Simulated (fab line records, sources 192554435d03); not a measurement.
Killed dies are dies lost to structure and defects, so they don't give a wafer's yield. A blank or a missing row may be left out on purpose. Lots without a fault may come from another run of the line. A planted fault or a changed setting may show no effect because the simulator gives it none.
fab line records | flow n5_finfet
record lots=15 wafers=43 last_day=19
route steps=1938 shown BEOL_M5@1173 BEOL_M6@1211
lots that met no fault: from a run of the same line without faults
start_h: hours from the record's first day to the start of the lot's first wafer shown | wait_h: hours since the lot's step before | " the same as in the row above | L1.1+2: a row that stands for several wafers | - no value, or no start given | * or withheld: withheld | < > ~ a bound
route shown NAME@n: a module of which the file shows steps, and the number in the route of the first | usual: mean/standard deviation of fault-free wafers | same: alike in all rows | chamber/n: place in a boat | sites: the reading at each site | _std_site: their standard deviation | _edge_site: outer sites' mean less inner sites' | radius_mm: how far each site lies from the wafer's centre | mask NAME#n: copy n | behind: the tool/chamber that last shaped the wafer | hold: why the lot was held/for how many hours/how that ended | device: the transistor (n, p or np) that didn't switch | end of line: the same wafers' tests at the end of the route | a step without rows: its recipe alone | killed: dies lost to structure and defects at the first sort, not the wafer's yield | map: a wafer's dies, x killed, . not, _ none there
set.NAME: the setting as run; set.NAME@STEP: as run at that earlier step | model.NAME: the simulator's own value behind a step, which no gauge read
steps of the route over a sample of lots; a table a step, a row a wafer
services: from which hour (start_h, from the record's first day; less than 0 if before it) a tool's chamber was out of use, for how many hours, and why
## steps
# step N5_BEOL_M5_SURFACE_TREAT_87
# recipe gas=Ar time_s=* ion_energy_ev=* ion_current_ma_cm2=0.5 pressure_mtorr=* ar_flow_sccm=30
# usual throttle_valve_pct=*
# columns lot.wafer tool chamber start_h wait_h throttle_valve_pct
L336.2 pvd_sputter-03 - 181.48 0.2 *
L336.3 " - " " *
L336.6 " - " " *
L338.2 pvd_sputter-02 - 187.11 0.3 *
L338.5 " - " " *
L338.6 " - " " *
L339.1 pvd_sputter-02 - 204.02 0.4 *
L339.5 " - " " *
L339.6 " - " " *
L340.1 pvd_sputter-01 - 209.59 0.2 *
L340.3 " - " " *
L340.6 " - " " *
L341.3 pvd_sputter-02 - 211.04 0.2 *
L341.4 " - " " *
L341.6 " - " " *
L342.3 pvd_sputter-03 - 218.28 0.1 *
L342.4 " - " " *
L342.5 " - " " *
L343.2 pvd_sputter-01 - 219.84 0.1 *
L343.4 " - " " *
L343.5 " - " " *
L344.1 pvd_sputter-01 - 220.30 0.3 *
L344.2 " - " " *
L344.5 " - " " *
L345.3 pvd_sputter-01 - 239.27 0.2 *
L345.5 " - " " *
L345.6 " - " " *
L347.3 pvd_sputter-01 - 241.75 1.5 *
L347.4 " - " " *
L347.5 " - " " *
L355.1 pvd_sputter-02 - 315.92 0.4 *
L355.5 " - " " *
L356.2 pvd_sputter-03 - 319.52 0.4 *
L356.3 " - " " *
L356.6 " - " " *
L354.4 pvd_sputter-01 - 322.46 0.3 *
L354.5 " - " " *
L354.6 " - " " *
L357.2 pvd_sputter-03 - 338.76 0.4 *
L357.3 " - " " *
L357.4 " - " " *
L359.2 pvd_sputter-02 - 342.46 0.3 *
L359.3 " - " " *
# step N5_BEOL_M5_SPUTTER_48
# recipe material=Cu target_thk_a=150 temp_c=-20 chamber_pressure_pa=0.07 power_w=withheld time_s=27.62
# usual chuck_gas_flow_sccm=1.26/0.053 throttle_valve_pct=30.4/1.3
# columns lot.wafer tool chamber start_h wait_h chuck_gas_flow_sccm throttle_valve_pct
L336.2 pvd_sputter-03 - 181.78 0.2 1.23 30.5
L336.3 " - " " 1.31 29.3
L336.6 " - " " 1.36 30.3
L338.2 pvd_sputter-03 - 187.34 0.1 1.32 30.3
L338.5 " - " " 1.22 32.7
L338.6 " - " " 1.39 29.2
L339.1 pvd_sputter-03 - 204.26 0.1 1.24 30.5
L339.5 " - " " 1.29 32.7
L339.6 " - " " 1.28 31.1
L340.1 pvd_sputter-03 - 209.83 0.1 1.27 31.0
L340.3 " - " " 1.31 32.8
L340.6 " - " " 1.30 32.6
L341.3 pvd_sputter-02 - 211.72 0.3 1.27 28.8
L341.4 " - " " 1.18 29.5
L341.6 " - " " 1.30 29.1
L342.3 pvd_sputter-03 - 218.49 0.1 1.22 29.6
L342.4 " - " " 1.25 31.2
L342.5 " - " " 1.25 32.8
L343.2 pvd_sputter-02 - 220.14 0.2 1.31 28.9
L343.4 " - " " 1.27 28.7
L343.5 " - " " 1.29 29.3
L344.1 pvd_sputter-01 - 220.51 0.1 1.15 31.2
L344.2 " - " " 1.21 31.3
L344.5 " - " " 1.21 31.2
L345.3 pvd_sputter-03 - 239.52 0.1 1.20 29.6
L345.5 " - " " 1.28 29.5
L345.6 " - " " 1.24 32.7
L347.3 pvd_sputter-02 - 242.00 0.1 1.22 29.4
L347.4 " - " " 1.32 28.6
L347.5 " - " " 1.31 28.8
L355.1 pvd_sputter-02 - 316.20 0.2 1.30 29.2
L355.5 " - " " 1.18 28.9
L356.2 pvd_sputter-03 - 319.98 0.3 1.25 29.4
L356.3 " - " " 1.27 31.0
L356.6 " - " " 1.26 33.0
L354.4 pvd_sputter-02 - 324.04 1.2 1.34 29.0
L354.5 " - " " 1.25 28.7
L354.6 " - " " 1.22 28.9
L357.2 pvd_sputter-01 - 339.27 0.4 1.24 31.1
L357.3 " - " " 1.15 31.4
L357.4 " - " " 1.27 30.0
L359.2 pvd_sputter-02 - 343.06 0.5 1.28 29.4
L359.3 " - " " 1.24 29.0
# step N5_BEOL_M5_ANNEAL_49
# recipe temp_c=400 time_s=1800 ambient=vacuum
# usual heater_power_w=831/80
# columns lot.wafer tool chamber start_h wait_h heater_power_w
L336.2 pvd_sputter-03 - 181.86 0.0 830
L336.3 " - " " 747
L336.6 " - " " 826
L338.2 pvd_sputter-03 - 187.42 0.0 798
L338.5 " - " " 972
L338.6 " - " " 729
L339.1 pvd_sputter-03 - 204.35 0.0 831
L339.5 " - " " 966
L339.6 " - " " 740
L340.1 pvd_sputter-03 - 209.92 0.0 766
L340.3 " - " " 947
L340.6 " - " " 949
L341.3 pvd_sputter-02 - 211.80 0.0 847
L341.4 " - " " 924
L341.6 " - " " 816
L342.3 pvd_sputter-03 - 218.57 0.0 712
L342.4 " - " " 751
L342.5 " - " " 948
L343.2 pvd_sputter-02 - 220.22 0.0 830
L343.4 " - " " 814
L343.5 " - " " 916
L344.1 pvd_sputter-01 - 220.59 0.0 870
L344.2 " - " " 916
L344.5 " - " " 868
L345.3 pvd_sputter-03 - 239.60 0.0 747
L345.5 " - " " 747
L345.6 " - " " 955
L347.3 pvd_sputter-02 - 242.08 0.0 924
L347.4 " - " " 806
L347.5 " - " " 820
L355.1 pvd_sputter-02 - 316.28 0.0 917
L355.5 " - " " 805
L356.2 pvd_sputter-03 - 320.06 0.0 744
L356.3 " - " " 762
L356.6 " - " " 948
L354.4 pvd_sputter-02 - 324.59 0.5 783
L354.5 " - " " 807
L354.6 " - " " 815
L357.2 pvd_sputter-01 - 339.35 0.0 903
L357.3 " - " " 705
L357.4 " - " " 852
L359.2 pvd_sputter-02 - 343.14 0.0 920
L359.3 " - " " 798
# step N5_BEOL_M6_ETCH_61
# recipe chemistry=CF4 target=SiARC target_depth_a=455 mask_material=CAR-ArF time_s=75.8 ion_energy_ev=80 pressure_mtorr=40 source_w=545 bias_w=36 Ar_flow_sccm=100 cf4_flow_sccm=100 ends=cleared
# usual bias_w=35.98/0.12 cf4_flow_sccm=100.04/0.27 drypump_motor_current_A=5.6/0.47 etch_rf_on_time_s=74.9/1.8 oes_product_au=0.69/0.072 rf_vpp_V=184.2/1.2 showerhead_plenum_p_Torr=2.15/0.076 throttle_valve_pct=15.60/0.23
# columns lot.wafer tool chamber start_h wait_h bias_w cf4_flow_sccm drypump_motor_current_A etch_rf_on_time_s oes_product_au rf_hours_counter_h rf_vpp_V showerhead_plenum_p_Torr throttle_valve_pct
L336.2 rie_diel-04 1 190.11 0.0 35.87 100.36 5.9 75.1 0.63 179 184.6 2.21 15.40
L336.3 " 0 " " 36.02 100.40 4.7 75.9 0.70 81 185.8 2.16 15.38
L336.6 " 1 " " 35.93 99.94 5.9 75.0 0.63 - 184.1 2.21 15.41
L338.2 rie_diel-06 3 194.39 0.0 36.21 99.94 6.0 74.1 0.67 125 184.3 2.23 15.70
L338.5 " 3 " " 36.14 99.93 6.1 74.5 0.68 - 186.0 2.23 15.69
L338.6 " 0 " " 35.99 99.81 5.9 72.7 0.78 - 186.0 2.28 15.65
L339.1 rie_diel-04 2 214.95 0.0 36.06 99.84 5.8 74.8 0.68 99 184.2 2.16 15.67
L339.5 " 3 " " 36.09 100.29 5.8 73.9 0.66 - 183.4 2.06 15.84
L339.6 " 0 " " 36.16 99.49 4.7 76.9 0.69 - 184.3 2.16 15.39
L340.1 rie_diel-04 3 217.51 0.0 36.07 99.94 5.7 74.2 0.66 167 184.1 2.06 15.87
L340.3 " 1 " " 36.03 99.83 5.9 75.9 0.62 188 184.7 2.20 15.42
L340.6 " 0 " " 35.90 99.83 4.8 77.1 0.69 - 183.7 2.16 15.40
L341.3 rie_diel-05 1 219.34 0.0 35.70 99.81 5.2 74.3 0.82 9 184.1 2.19 15.54
L341.4 " 3 " " 35.60 100.36 5.5 76.0 0.59 240 185.3 2.19 16.02
L341.6 " 0 " " 35.94 99.88 6.4 78.1 0.62 - 181.1 2.05 15.60
L342.3 rie_diel-05 3 227.77 0.0 35.93 100.17 5.5 75.7 0.58 244 185.2 2.19 16.02
L342.4 " 1 " " 35.98 99.90 5.1 73.8 0.80 - 184.4 2.19 15.55
L342.5 " 0 " " 35.84 99.44 6.4 77.7 0.62 - 183.3 2.04 15.63
L343.2 rie_diel-06 3 228.35 0.0 36.08 100.49 6.0 74.7 0.66 141 184.6 2.23 15.71
L343.4 " 0 " " 35.93 100.28 5.8 73.7 0.75 - 185.3 2.28 15.68
L343.5 " 3 " " 36.01 99.96 6.0 75.4 0.65 - 184.8 2.23 15.72
L344.1 rie_diel-05 3 228.83 0.0 - - - - - - - - -
L344.2 " 0 " " - - - - - - - - -
L344.5 " 3 " " - - - - - - - - -
L345.3 rie_diel-06 1 248.36 0.0 - - - - - - - - -
L345.5 " 2 " " - - - - - - - - -
L345.6 " 3 " " - - - - - - - - -
L347.3 rie_diel-05 2 249.66 0.0 - - - - - - - - -
L347.4 " 1 " " - - - - - - - - -
L347.5 " 0 " " - - - - - - - - -
L355.1 rie_diel-05 1 325.28 0.0 35.77 100.14 5.1 74.6 0.74 49 185.7 2.18 15.64
L355.5 " 2 " " 35.68 100.22 5.2 73.5 0.74 - 185.9 2.26 15.29
L356.2 rie_diel-05 0 328.82 0.0 36.26 100.13 6.4 77.5 0.59 222 183.0 2.03 15.69
L356.3 " 2 " " 35.90 99.99 5.2 73.8 0.74 58 186.8 2.26 15.31
L356.6 " 0 " " 36.12 99.79 6.4 77.7 0.60 - 183.8 2.03 15.69
L354.4 rie_diel-06 2 332.49 0.0 35.75 100.07 4.9 73.8 0.78 35 182.3 2.10 15.02
L354.5 " 0 " " 35.97 100.32 5.8 73.4 0.71 - 186.0 2.27 15.76
L354.6 " 3 " " 36.02 100.58 6.0 74.5 0.63 - 184.9 2.22 15.78
L357.2 rie_diel-05 2 348.85 0.0 35.92 100.37 5.2 73.5 0.74 64 185.4 2.25 15.33
L357.3 " 0 " " 35.99 99.92 6.4 77.8 0.59 229 181.3 2.03 15.71
L357.4 " 1 " " 36.07 100.29 5.1 75.1 0.73 57 184.0 2.17 15.64
L359.2 rie_diel-06 1 352.17 0.0 35.94 99.65 5.8 77.6 0.61 201 182.7 2.05 15.79
L359.3 " 2 " " 35.97 100.34 5.0 73.6 0.78 43 183.8 2.10 15.04
# step N5_BEOL_M6_ETCH_62
# recipe chemistry=N2/H2 target=SOC target_depth_a=1100 overetch_a=220 mask_material=SiARC temp_c=40 time_s=165 ion_energy_ev=200 pressure_mtorr=30 source_w=840 bias_w=150 n2_flow_sccm=200 h2_flow_sccm=200
# usual bias_w=150.0/0.47 chamber_pressure_mTorr=30.000/0.029 drypump_motor_current_A=5.6/0.47 oes_product_au=0.68/0.066 rf_vpp_V=524.4/2.8 showerhead_plenum_p_Torr=2.56/0.095 throttle_valve_pct=17.76/0.25
# columns lot.wafer tool chamber start_h wait_h bias_w chamber_pressure_mTorr drypump_motor_current_A oes_product_au rf_hours_counter_h rf_vpp_V showerhead_plenum_p_Torr throttle_valve_pct
L336.2 rie_diel-04 1 190.17 0.0 150.0 30.026 5.9 0.62 179 527.7 2.63 17.62
L336.3 " 0 " " 149.5 29.989 4.8 0.69 81 524.7 2.56 17.63
L336.6 " 1 " " 149.6 29.979 5.9 0.62 - 525.9 2.63 17.64
L338.2 rie_diel-06 3 194.45 0.0 150.0 29.992 6.0 0.66 125 527.0 2.67 17.88
L338.5 " 3 " " 150.4 30.013 6.0 0.66 - 527.4 2.67 17.89
L338.6 " 0 " " 149.9 29.999 5.8 0.76 - 529.0 2.71 17.93
L339.1 rie_diel-04 2 215.01 0.0 149.8 29.970 5.8 0.67 99 524.9 2.58 18.07
L339.5 " 3 " " 150.7 30.008 5.7 0.65 - 520.4 2.42 17.87
L339.6 " 0 " " 149.9 30.034 4.7 0.69 - 523.4 2.55 17.63
L340.1 rie_diel-04 3 217.56 0.0 150.0 30.049 5.8 0.65 167 519.8 2.42 17.89
L340.3 " 1 " " 149.4 29.975 5.9 0.61 188 526.6 2.63 17.67
L340.6 " 0 " " 150.1 30.014 4.8 0.68 - 524.4 2.55 17.64
L341.3 rie_diel-05 1 219.40 0.0 150.6 29.995 5.1 0.79 9 526.6 2.59 17.67
L341.4 " 3 " " 149.9 29.972 5.6 0.58 240 524.2 2.59 18.04
L341.6 " 0 " " 150.2 29.994 6.4 0.63 - 520.9 2.43 17.79
L342.3 rie_diel-05 3 227.82 0.0 150.2 30.002 5.5 0.57 244 525.7 2.59 18.03
L342.4 " 1 " " 150.8 29.964 5.2 0.79 - 524.9 2.59 17.68
L342.5 " 0 " " 150.4 30.025 6.4 0.62 - 520.9 2.43 17.79
L343.2 rie_diel-06 3 228.40 0.0 150.6 30.016 6.0 0.65 141 527.9 2.66 17.91
L343.4 " 0 " " 149.6 30.028 5.9 0.74 - 529.3 2.71 17.94
L343.5 " 3 " " 150.0 30.043 6.0 0.65 - 527.4 2.66 17.92
L344.1 rie_diel-05 3 228.89 0.0 150.1 29.956 5.6 0.26 245 526.1 2.59 17.98
L344.2 " 0 " " 150.0 29.981 6.5 0.28 185 520.5 2.43 17.75
L344.5 " 3 " " 150.8 30.023 5.6 0.25 - 525.3 2.59 17.99
L345.3 rie_diel-06 1 248.41 0.0 149.8 30.009 5.8 0.29 163 520.0 2.44 17.82
L345.5 " 2 " " 149.8 30.056 5.0 0.37 - 521.3 2.50 17.14
L345.6 " 3 " " 149.5 29.953 6.0 0.28 - 526.9 2.66 17.87
L347.3 rie_diel-05 2 249.72 0.0 149.8 29.944 5.2 0.34 33 528.9 2.68 17.16
L347.4 " 1 " " 150.0 30.039 5.2 0.34 - 525.3 2.59 17.66
L347.5 " 0 " " 151.0 29.969 6.5 0.27 - 519.9 2.43 17.76
L355.1 rie_diel-05 1 325.34 0.0 150.3 30.103 5.1 0.73 49 525.7 2.58 17.73
L355.5 " 2 " " 149.5 30.033 5.2 0.73 - 527.8 2.67 17.26
L356.2 rie_diel-05 0 328.88 0.0 150.3 29.979 6.4 0.60 222 519.8 2.41 17.84
L356.3 " 2 " " 150.6 29.971 5.2 0.73 58 529.4 2.67 17.26
L356.6 " 0 " " 150.6 30.035 6.4 0.60 - 520.3 2.41 17.86
L354.4 rie_diel-06 2 332.55 0.0 149.8 30.032 4.9 0.77 35 522.0 2.48 17.25
L354.5 " 0 " " 149.5 29.969 5.8 0.70 - 526.1 2.69 18.02
L354.6 " 3 " " 150.4 29.968 6.1 0.62 - 526.2 2.65 17.97
L357.2 rie_diel-05 2 348.90 0.0 150.7 29.974 5.2 0.72 64 528.9 2.67 17.29
L357.3 " 0 " " 150.1 30.016 6.5 0.60 229 520.8 2.41 17.87
L357.4 " 1 " " 149.5 29.958 5.1 0.72 57 525.1 2.57 17.76
L359.2 rie_diel-06 1 352.22 0.0 150.1 29.996 5.8 0.61 201 521.9 2.42 17.95
L359.3 " 2 " " 150.4 30.028 4.9 0.76 43 523.1 2.48 17.27
# step N5_BEOL_M6_HM_OPEN_17
# recipe chemistry=Cl2/BCl3 target_depth_a=200 overetch_a=60 target=TiN mask_material=SOC ion_energy_ev=150 pressure_mtorr=10 icp_w=1000 bias_w=126 Cl2_flow_sccm=53.25 bcl3_flow_sccm=21.75 Ar_flow_sccm=25
# usual drypump_motor_current_A=5.4/0.34 he_backside_leak_sccm=3.30/0.2 oes_product_au=0.66/0.08 throttle_valve_pct=22.29/0.25
# columns lot.wafer tool chamber start_h wait_h drypump_motor_current_A he_backside_leak_sccm oes_product_au rf_hours_counter_h throttle_valve_pct
L336.2 rie_metal-03 1 190.36 0.0 5.7 3.17 0.72 21 22.35
L336.3 " 0 " " 5.1 3.34 0.61 - 22.21
L336.6 " 1 " " 5.7 3.09 0.72 - 22.36
L338.2 rie_metal-01 0 194.63 0.0 5.1 3.14 0.69 34 22.20
L338.5 " 0 " " 5.1 3.19 0.68 - 22.20
L338.6 " 1 " " 6.0 3.21 0.59 - 22.72
L339.1 rie_metal-01 1 215.19 0.0 6.0 3.19 0.58 88 22.76
L339.5 " 0 " " 5.1 3.10 0.68 - 22.19
L339.6 " 1 " " 6.0 3.12 0.58 - 22.75
L340.1 rie_metal-02 0 217.75 0.0 5.2 3.41 0.77 11 21.92
L340.3 " 0 " " 5.2 3.46 0.77 - 21.93
L340.6 " 0 " " 5.2 3.30 0.77 - 21.91
L341.3 rie_metal-03 1 219.62 0.1 5.7 3.35 0.72 - 22.38
L341.4 " 0 " " 5.1 3.41 0.60 - 22.23
L341.6 " 0 " " 5.1 3.45 0.61 - 22.20
L342.3 rie_metal-01 1 228.04 0.1 5.9 3.19 0.59 - 22.76
L342.4 " 0 " " 5.1 3.12 0.67 - 22.19
L342.5 " 1 " " 5.9 3.18 0.58 - 22.74
L343.2 rie_metal-03 1 228.59 0.0 5.7 3.25 0.71 25 22.39
L343.4 " 1 " " 5.7 3.23 0.71 - 22.36
L343.5 " 0 " " 5.1 3.37 0.59 - 22.21
L344.1 rie_metal-01 0 229.08 0.0 5.1 3.21 0.30 37 22.85
L344.2 " 1 " " 6.0 3.21 0.25 90 23.41
L344.5 " 1 " " 6.0 3.25 0.25 - 23.40
L345.3 rie_metal-03 1 248.63 0.1 5.7 3.14 0.31 - 23.04
L345.5 " 0 " " 5.1 3.41 0.26 - 22.87
L345.6 " 1 " " 5.7 3.09 0.31 - 23.04
L347.3 rie_metal-01 1 249.93 0.1 6.0 3.25 0.25 - 23.41
L347.4 " 0 " " 5.1 3.31 0.30 - 22.85
L347.5 " 0 " " 5.2 3.19 0.29 - 22.86
L355.1 rie_metal-03 1 325.53 0.0 5.7 3.25 0.69 33 22.39
L355.5 " 1 " " 5.7 3.28 0.69 - 22.40
L356.2 rie_metal-03 1 329.06 0.0 5.7 3.21 0.68 33 22.39
L356.3 " 1 " " 5.7 3.22 0.68 - 22.39
L356.6 " 1 " " 5.7 3.09 0.68 - 22.41
L354.4 rie_metal-03 0 332.76 0.1 5.1 3.46 0.58 - 22.24
L354.5 " 0 " " 5.1 3.43 0.58 - 22.24
L354.6 " 1 " " 5.7 3.18 0.69 - 22.39
L357.2 rie_metal-03 0 349.09 0.0 5.1 3.36 0.58 93 22.25
L357.3 " 0 " " 5.1 3.40 0.59 - 22.25
L357.4 " 1 " " 5.7 3.26 0.68 - 22.42
L359.2 rie_metal-01 1 352.41 0.0 6.0 3.20 0.56 101 22.79
L359.3 " 1 " " 6.0 3.15 0.56 - 22.80
# step N5_BEOL_M6_CD_MEAS_18
# recipe pitch_nm=80 target_cd_nm=40
# usual cd_nm=39.8/0.61
# columns lot.wafer tool chamber start_h wait_h cd_nm
L336.2 cd_sem-02 - 190.54 0.1 40.4
L336.3 " - " " 40.6
L336.6 " - " " 40.3
L338.2 cd_sem-01 - 194.84 0.1 39.5
L338.5 " - " " 39.6
L338.6 " - " " 40.3
L339.1 cd_sem-01 - 215.37 0.0 39.1
L339.5 " - " " 40.1
L339.6 " - " " 41.0
L340.1 cd_sem-01 - 217.93 0.0 39.7
L340.3 " - " " 39.5
L340.6 " - " " 40.4
L341.3 cd_sem-01 - 219.77 0.1 38.8
L341.4 " - " " 40.1
L341.6 " - " " 40.4
L342.3 cd_sem-01 - 228.30 0.1 38.7
L342.4 " - " " 39.7
L342.5 " - " " 38.7
L343.2 cd_sem-03 - 228.81 0.1 40.4
L343.4 " - " " 39.9
L343.5 " - " " 39.4
L344.1 cd_sem-03 - 229.29 0.0 -
L344.2 " - " " -
L344.5 " - " " -
L345.3 cd_sem-02 - 248.81 0.1 -
L345.5 " - " " -
L345.6 " - " " -
L347.3 cd_sem-01 - 250.11 0.1 -
L347.4 " - " " -
L347.5 " - " " -
L355.1 cd_sem-01 - 325.75 0.0 39.2
L355.5 " - " " 40.3
L356.2 cd_sem-03 - 329.25 0.1 39.3
L356.3 " - " " 39.8
L356.6 " - " " 40.4
L354.4 cd_sem-01 - 332.92 0.1 38.9
L354.5 " - " " 40.8
L354.6 " - " " 39.5
L357.2 cd_sem-02 - 349.27 0.1 40.0
L357.3 " - " " 39.4
L357.4 " - " " 40.9
L359.2 cd_sem-03 - 352.59 0.1 39.3
L359.3 " - " " 39.5
## services
# columns tool chamber start_h hours kind
rie_diel-04 2 158.73 9.8 repair
rie_diel-05 1 182.10 - clean
rie_diel-05 1 182.10 - consumable_replace:focus_ring
rie_diel-05 1 182.10 14.4 scheduled_down
rie_diel-05 1 182.10 14.4 vent_cycle
rie_diel-05 2 186.93 18.4 repair
pvd_sputter-02 - 189.66 6.6 repair
rie_diel-06 1 194.90 14.0 repair
rie_diel-04 2 221.50 5.6 repair
rie_diel-04 2 227.60 7.5 repair
rie_diel-05 3 240.19 - clean
rie_diel-05 3 240.19 - consumable_replace:focus_ring
rie_diel-04 - 246.59 4.3 pm
rie_diel-04 3 270.27 1.4 repair
rie_diel-05 1 276.52 6.8 repair
pvd_sputter-03 - 294.50 0.8 repair
rie_metal-01 0 295.29 6.3 repair
rie_metal-02 - 308.24 2.8 pm
rie_metal-02 0 311.09 7.3 repair
rie_diel-05 2 314.84 9.9 repair
rie_metal-01 - 326.54 1.4 pm
rie_metal-02 - 334.54 0.1 repair
rie_metal-01 - 340.17 2.8 pm
rie_diel-04 - 349.59 0.2 repair
## key
first_sign step=N5_BEOL_M6_ETCH_61 reading=tool_record direction=missing
effect step=N5_BEOL_M6_ETCH_62 reading=oes_product_au direction=down sigmas=5.8 usual=0.68 struck=0.30
effect step=N5_BEOL_M6_HM_OPEN_17 reading=oes_product_au direction=down sigmas=4.8 usual=0.66 struck=0.28
effect step=N5_BEOL_M6_CD_MEAS_18 reading=cd_nm direction=missing
met_at N5_BEOL_M6_ETCH_61
struck_lots L344,L345,L347
later_rows_left_out L344.1,L344.2,L344.5,L345.3,L345.5,L345.6,L347.3,L347.4,L347.5
sort_left_out L344.1,L344.2,L344.5,L345.3,L345.5,L345.6,L347.3,L347.4,L347.5
not_acting_at N5_BEOL_M5_SURFACE_TREAT_87,N5_BEOL_M5_SPUTTER_48,N5_BEOL_M5_ANNEAL_49
onset_between 228.35 228.83
fault kind=skipped_step_whole tool=rie_diel-05,rie_diel-06 chamber=- onset_h=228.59 steps=N5_BEOL_M6_ETCH_61 scope=struck_lots_only
# sort_left_out: the simulated sort isn't trusted on such a fault, so these wafers' sort isn't shown, and their yield isn't known
# later_rows_left_out: the simulator's readings of these wafers behind a module that went badly wrong aren't trusted and aren't shown, but for the sort
